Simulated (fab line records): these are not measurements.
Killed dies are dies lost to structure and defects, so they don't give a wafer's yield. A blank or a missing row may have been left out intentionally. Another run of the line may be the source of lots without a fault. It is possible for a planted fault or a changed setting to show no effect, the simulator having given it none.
fab line records	flow nand-harc
[record] lots = 12	wafers = 36	last-day = 33
route steps=1302 shown P_GATE@155 P_CONTACT@232 END@1302
lots untouched by any fault: they come from a run of this same line in which no faults occurred
start-h: start of the lot's first displayed wafer, in hours after the record's first day	wait-h: hours elapsed since this lot's preceding step	" repeats the value in the row above	L1.1+2: several wafers, shown together as one row	- either no value or no given start	* or withheld: withheld	< > ~ a bound
route shown NAME@n: a module of which the file shows steps, and the number in the route of the first	usual: mean/standard deviation of fault-free wafers	same: alike in all rows	chamber/n: place in a boat	sites: per-site readings	_std_site: the values' standard deviation	_edge_site: outer sites' mean less inner sites'	radius-mm: for every site, how far away it sits from the centre of the wafer	mask NAME#n: copy n	behind: the last tool/chamber to shape the wafer	hold: what put the lot on hold/how long, in hours/how the hold closed	device: the n, p or np transistor that did not switch	end of line: the route-end tests of the same wafers	a step given without rows: its recipe and nothing more	killed: dies lost to structure and defects at the first sort, not the wafer's yield	map: a wafer's dies, marking killed ones x, the rest . and places with no die _
set.NAME: the run value of the setting; set.NAME@STEP: its run value at that earlier step	model.NAME: the simulator's own value behind a step, which no gauge read
route steps across a sampled set of lots; one table per step, one row per wafer
services: the hour from which a tool's chamber was out of use, counted from the record's first day as start-h (under 0 if before that day), plus the number of hours and why
[[steps]]
[step NHARC_P_GATE_ALD_36]
[recipe] target-thk-a = 200	pulse-time-s = 60	ald-cycles = 223	temp-c = 400	material = SiNx
[usual] heater-power-w = 803/80	precursor-pulse-height-rel = 1.002/0.019
lot.wafer	tool	chamber	start-h	wait-h	heater-power-w	precursor-pulse-height-rel
L998.1	ald-sin-02	1	114.42	-	873	1.018
L998.4	"	3	116.51	-	889	0.988
L998.5	"	0	117.56	-	838	1.007
L103.4	ald-sin-03	0	173.47	-	643	0.994
L103.2	"	2	175.62	-	762	1.011
L103.5	"	0	177.76	-	638	0.984
L107.4	ald-sin-02	2	204.81	-	741	1.003
L107.6	"	2	208.96	-	724	1.010
L107.5	"	3	209.99	-	890	1.004
L110.2	ald-sin-04	2	246.72	-	840	1.036
L110.3	"	0	248.79	-	823	1.030
L110.6	"	2	250.87	-	847	0.994
L111.2	ald-sin-03	3	247.31	-	662	0.960
L111.4	"	3	251.50	-	689	1.015
L111.6	"	0	252.90	-	677	0.993
L113.3	ald-sin-04	0	273.20	-	797	0.986
L113.5	"	2	274.63	-	782	1.024
L113.6	"	3	276.05	-	869	0.998
L114.2	ald-sin-03	3	274.15	-	662	0.995
L114.1	"	1	276.26	-	907	0.965
L114.4	"	2	277.31	-	730	1.005
L115.4	ald-sin-02	0	289.70	-	785	1.008
L115.6	"	0	294.04	-	803	0.983
L115.5	"	1	295.12	-	877	1.025
L116.2	ald-sin-04	1	304.36	-	802	0.986
L116.6	"	3	306.46	-	864	0.955
L116.5	"	0	307.50	-	802	0.984
L117.1	ald-sin-03	2	308.90	-	728	1.011
L117.2	"	3	309.97	-	688	1.007
L117.6	"	1	312.11	-	925	0.974
L118.1	ald-sin-02	3	317.80	-	851	0.988
L118.2	"	1	319.92	-	913	0.995
L118.5	"	2	320.99	-	714	1.014
L119.3	ald-sin-04	3	331.24	-	862	0.998
L119.1	"	0	332.28	-	812	1.003
L119.4	"	1	333.31	-	817	1.000
[step NHARC_P_GATE_STRIP_111]
[recipe] power-w = 1500	temp-c = 110	time-s = 250	chemistry = N2/H2
[usual] drypump-motor-current-A = 5.6/0.46	heater-power-w = 88/7.2
[same] time-s = 250
lot.wafer	tool	chamber	start-h	wait-h	drypump-motor-current-A	heater-power-w	rf-hours-counter-h
L998.1	plasma-asher-01	0	124.24	0.2	5.1	81	16
L998.4	"	0	"	"	5.0	82	-
L998.5	"	0	"	"	5.1	83	-
L103.2	plasma-asher-02	1	184.62	0.2	6.0	82	17
L103.4	"	0	"	"	6.2	93	-
L103.5	"	1	"	"	6.0	82	-
L107.4	plasma-asher-01	0	215.72	0.2	5.0	83	-
L107.6	"	0	"	"	5.1	82	-
L107.5	"	1	"	"	5.3	95	-
L110.2	plasma-asher-01	1	258.10	0.6	5.3	98	5
L110.3	"	1	"	"	5.3	101	-
L110.6	"	0	"	"	5.1	78	-
L111.2	plasma-asher-02	0	258.89	0.2	6.2	86	0
L111.4	"	1	"	"	6.0	87	-
L111.6	"	1	"	"	6.0	87	-
L113.3	plasma-asher-02	0	283.64	0.3	6.2	87	-
L113.6	"	1	"	"	6.0	88	-
L113.5	"	0	"	"	6.2	87	-
L114.1	plasma-asher-01	0	285.30	0.2	5.0	79	11
L114.2	"	1	"	"	5.3	100	11
L114.4	"	1	"	"	5.4	100	-
L115.4	plasma-asher-01	1	301.05	0.2	5.3	96	-
L115.6	"	1	"	"	5.3	100	-
L115.5	"	0	"	"	5.0	79	-
L116.2	plasma-asher-02	1	313.21	0.2	6.0	88	10
L116.6	"	0	"	"	6.2	87	-
L116.5	"	1	"	"	6.0	87	-
L117.2	plasma-asher-01	0	318.84	0.2	5.1	80	18
L117.1	"	1	"	"	5.3	99	18
L117.6	"	1	"	"	5.4	97	-
L118.2	plasma-asher-01	1	327.92	0.4	5.3	100	23
L118.1	"	0	"	"	5.1	77	23
L118.5	"	1	"	"	5.3	99	-
L119.1	plasma-asher-01	1	341.13	0.3	5.4	95	29
L119.4	"	1	"	"	5.3	100	-
L119.3	"	0	"	"	5.1	79	-
[step NHARC_P_GATE_DESCUM_93]
[recipe] time-s = 3	o2-flow-sccm = 200	ar-flow-sccm = 0	bias-power-w = 0	chemistry = O2
[usual] drypump-motor-current-A = 6.0/0.38	oes-product-au = 0.999/0.01	rf-vpp-V = 57.4/0.96	showerhead-plenum-p-Torr = 1.85/0.092	throttle-valve-pct = 11.312/0.0096
[same] time-s = 3
lot.wafer	tool	chamber	start-h	wait-h	drypump-motor-current-A	oes-product-au	rf-hours-counter-h	rf-vpp-V	showerhead-plenum-p-Torr	throttle-valve-pct
L998.1	rie-diel-06	3	127.22	-	5.5	1.004	10	56.1	1.80	11.313
L998.4	"	0	"	"	5.9	1.022	9	57.7	1.81	11.322
L998.5	"	2	"	"	5.9	0.983	-	57.0	1.81	11.320
L103.4	rie-diel-12	0	187.59	-	5.9	0.998	5	58.6	2.03	11.330
L103.2	"	2	"	"	6.6	1.001	6	56.1	1.85	11.305
L103.5	"	0	"	"	5.9	1.013	-	58.0	2.03	11.304
L107.4	rie-diel-01	2	218.48	-	5.9	0.984	0	56.7	1.78	11.302
L107.5	"	0	"	"	5.8	1.005	-	57.4	1.83	11.305
L107.6	"	1	"	"	6.7	1.009	-	57.9	1.79	11.320
L110.2	rie-diel-06	3	261.00	-	5.5	0.989	7	57.4	1.80	11.310
L110.3	"	2	"	"	5.8	0.992	6	59.6	1.81	11.306
L110.6	"	0	"	"	5.9	0.995	-	57.1	1.81	11.331
L111.2	rie-diel-01	2	262.00	-	5.9	1.002	1	55.1	1.78	11.316
L111.4	"	0	"	"	5.8	1.009	3	56.7	1.83	11.317
L111.6	"	1	"	"	6.7	0.996	-	57.7	1.79	11.330
L113.3	rie-diel-06	2	286.58	-	5.8	0.997	7	57.9	1.81	11.303
L113.6	"	1	"	"	5.7	0.977	-	56.8	1.78	11.297
L113.5	"	2	"	"	5.8	1.003	-	57.6	1.81	11.312
L114.2	rie-diel-06	3	288.41	-	5.5	1.001	8	56.0	1.80	11.305
L114.1	"	0	"	"	5.9	1.021	8	56.5	1.81	11.310
L114.4	"	1	"	"	5.7	0.990	8	56.5	1.79	11.311
L115.4	rie-diel-06	0	303.91	-	5.9	1.011	9	56.1	1.80	11.314
L115.6	"	0	"	"	5.9	1.007	-	57.4	1.80	11.305
L115.5	"	1	"	"	5.7	0.979	-	57.1	1.78	11.317
L116.2	rie-diel-01	2	316.00	-	5.9	0.994	3	57.0	1.78	11.307
L116.6	"	2	"	"	5.9	1.012	-	56.1	1.78	11.305
L116.5	"	3	"	"	5.6	0.990	-	59.4	2.03	11.296
L117.1	rie-diel-01	2	321.95	-	5.8	0.986	4	56.6	1.78	11.303
L117.2	"	3	"	"	5.7	0.978	5	57.9	2.03	11.324
L117.6	"	0	"	"	5.8	1.005	-	56.3	1.82	11.296
L118.1	rie-diel-06	2	331.37	-	5.8	1.000	2	56.1	1.81	11.322
L118.2	"	1	"	"	5.7	0.991	1	56.6	1.78	11.322
L118.5	"	3	"	"	5.5	0.985	-	57.1	1.80	11.324
L119.4	rie-diel-01	0	344.21	-	5.8	1.010	7	57.6	1.82	11.300
L119.3	"	2	"	"	5.8	0.993	4	56.3	1.78	11.322
L119.1	"	3	"	"	5.6	0.993	6	57.6	2.03	11.320
[step NHARC_P_GATE_INSPECT_68]
[usual] raw-defect-count = 195/62
lot.wafer	tool	chamber	start-h	wait-h	raw-defect-count
L998.1	defect-inspect-02	-	130.26	0.2	234
L998.4	"	-	"	"	270
L998.5	"	-	"	"	154
L103.2	defect-inspect-02	-	190.64	0.1	280
L103.4	"	-	"	"	248
L103.5	"	-	"	"	336
L107.4	defect-inspect-01	-	221.37	0.1	211
L107.5	"	-	"	"	1554
L107.6	"	-	"	"	223
L110.2	defect-inspect-02	-	263.95	0.1	125
L110.3	"	-	"	"	122
L110.6	"	-	"	"	79
L111.2	defect-inspect-02	-	264.98	0.1	203
L111.4	"	-	"	"	316
L111.6	"	-	"	"	406
L113.3	defect-inspect-01	-	289.53	0.1	203
L113.5	"	-	"	"	162
L113.6	"	-	"	"	107
L114.1	defect-inspect-02	-	291.30	0.2	324
L114.2	"	-	"	"	114
L114.4	"	-	"	"	155
L115.4	defect-inspect-01	-	306.81	0.1	221
L115.5	"	-	"	"	256
L115.6	"	-	"	"	320
L116.2	defect-inspect-01	-	318.92	0.1	163
L116.5	"	-	"	"	252
L116.6	"	-	"	"	164
L117.1	defect-inspect-02	-	324.86	0.2	168
L117.2	"	-	"	"	122
L117.6	"	-	"	"	179
L118.1	defect-inspect-01	-	336.19	0.2	154
L118.2	"	-	"	"	161
L118.5	"	-	"	"	334
L119.1	defect-inspect-02	-	347.12	0.2	192
L119.3	"	-	"	"	140
L119.4	"	-	"	"	169
[step NHARC_P_CONTACT_CD_MEAS_12]
[recipe] target-cd-nm = 90	landing-energy-ev = 500
[usual] cd-nm = 89.6/0.76
lot.wafer	tool	chamber	start-h	wait-h	cd-nm
L998.1	cd-sem-01	0	131.88	-	89.7
L998.4	"	0	"	"	89.4
L998.5	"	0	"	"	89.0
L103.2	cd-sem-02	0	192.25	-	89.9
L103.4	"	0	"	"	89.9
L103.5	"	0	"	"	90.0
L107.4	cd-sem-02	0	223.00	-	90.0
L107.5	"	0	"	"	90.3
L107.6	"	0	"	"	89.8
L110.2	cd-sem-03	0	265.55	-	89.6
L110.3	"	0	"	"	90.1
L110.6	"	0	"	"	91.3
L111.2	cd-sem-03	0	266.59	-	90.5
L111.4	"	0	"	"	90.1
L111.6	"	0	"	"	89.8
L113.3	cd-sem-02	0	291.16	-	88.3
L113.5	"	0	"	"	88.0
L113.6	"	0	"	"	87.4
L114.1	cd-sem-03	0	292.90	-	89.0
L114.2	"	0	"	"	89.1
L114.4	"	0	"	"	88.8
L115.4	cd-sem-01	0	308.45	-	89.6
L115.5	"	0	"	"	90.1
L115.6	"	0	"	"	89.6
L116.2	cd-sem-02	0	320.55	-	89.4
L116.5	"	0	"	"	89.4
L116.6	"	0	"	"	90.8
L117.1	cd-sem-02	0	326.59	-	89.7
L117.2	"	0	"	"	90.5
L117.6	"	0	"	"	89.9
L118.1	cd-sem-03	0	337.82	-	89.7
L118.2	"	0	"	"	89.3
L118.5	"	0	"	"	89.7
L119.1	cd-sem-02	0	348.72	-	90.3
L119.3	"	0	"	"	89.8
L119.4	"	0	"	"	90.1
[step NHARC_END_SORT_01]
[recipe] temp-c = 25
[usual] killed-at-array = 59/19	killed-at-other = 1.0/1.1	killed-at-periphery = 3.8/2.4	killed-dies = 64/19	killed-open = 3.3/2	killed-short = 2.4/1.6
[same] gross-dies = 677
lot.wafer	tool	chamber	start-h	wait-h	killed-at-array	killed-at-other	killed-at-periphery	killed-dies	killed-open	killed-short
L107.4	prober-01	0	680.06	3.4	57	0	1	58	2	0
L107.5	prober-01	0	680.86	3.7	63	1	89	153	0	1
L107.6	prober-01	0	681.66	4.0	52	1	6	59	5	1
// killed by level:class
L107.4 A_CHANNEL_HOLE_D1:chamber-film-flake=36 A_CHANNEL_HOLE_D2:chamber-film-flake=13 A_CHANNEL_FILL_D1:geometric-particle:open=2 A_CHANNEL_FILL_D1:chamber-film-flake=2 A_SLIT:chamber-film-flake=2 P_GATE:chamber-film-flake=1 A_WL_FILL:chamber-film-flake=1 A_CONTACT:chamber-film-flake=1
L107.5 P_GATE:unspecified=88 A_CHANNEL_HOLE_D1:chamber-film-flake=35 A_CHANNEL_HOLE_D2:chamber-film-flake=16 A_SLIT:chamber-film-flake=3 A_CONTACT:chamber-film-flake=3 A_ONON_D2:geometric-particle:short=1 P_GATE:chamber-film-flake=1 A_STAIRCASE:chamber-film-flake=1
L107.6 A_CHANNEL_HOLE_D1:chamber-film-flake=35 A_CHANNEL_HOLE_D2:chamber-film-flake=9 P_GATE:chamber-film-flake=4 A_CHANNEL_FILL_D2:geometric-particle:open=2 P_CONTACT:geometric-particle:open=1 A_CHANNEL_HOLE_D1:geometric-particle:open=1 A_WL_FILL:geometric-particle:short=1 A_WL_FILL:geometric-particle:open=1
[[services]]
tool	chamber	start-h	hours	kind
plasma-asher-02	-	99.14	1.4	repair
rie-diel-01	2	101.90	10.0	repair
rie-diel-01	2	114.98	3.0	repair
ald-sin-02	-	127.55	10.0	pm
rie-diel-06	-	130.20	9.0	pm
rie-diel-01	2	138.35	6.4	repair
plasma-asher-02	-	147.70	11.9	repair
rie-diel-06	1	150.16	4.8	repair
ald-sin-02	2	160.25	4.4	repair
rie-diel-01	-	169.46	1.3	repair
ald-sin-02	3	178.12	3.2	repair
plasma-asher-01	-	187.31	1.3	repair
rie-diel-06	2	203.48	2.3	repair
rie-diel-01	-	203.80	9.0	pm
plasma-asher-01	-	224.73	9.0	pm
rie-diel-06	3	227.20	5.2	repair
ald-sin-04	0	230.80	4.8	repair
rie-diel-01	2	231.36	18.8	repair
rie-diel-01	-	239.27	0.7	repair
rie-diel-01	1	240.66	5.5	repair
rie-diel-01	-	254.04	0.7	repair
plasma-asher-01	-	265.50	0.4	repair
rie-diel-01	3	270.46	5.8	repair
rie-diel-06	-	307.20	9.0	pm
[[key]]
[first-sign] step = NHARC_P_GATE_INSPECT_68	reading = raw-defect-count	direction = up	sigmas = 22	usual = 195	struck = 1554
[effect] step = NHARC_END_SORT_01	reading = killed-at-periphery	direction = up	sigmas = 35	usual = 3.8	struck = 89
[more-kills-born-at] NHARC_P_GATE_ALD_36@ald-sin-02 = 88
met-at NHARC_P_GATE_ALD_36
struck-lots L107
struck-wafers L107.5
tester-left-out L107
not-acting-at NHARC_P_GATE_STRIP_111,NHARC_P_GATE_DESCUM_93,NHARC_P_CONTACT_CD_MEAS_12
onset-between 114.42 204.81
[fault] kind = chamber-particle-source	tool = ald-sin-02	chamber = 3	onset-h = 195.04	steps = NHARC_P_GATE_ALD_36	rate-per-visit-cm2 = 2.1476	end-h = 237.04
// tester-left-out: of these lots the tester's yield and bins aren't shown, on N5 and GAA mostly nor the transistor test; their killed dies are dies lost to structure and defects alone, not to doping, threshold or leakage, so they don't give the yield
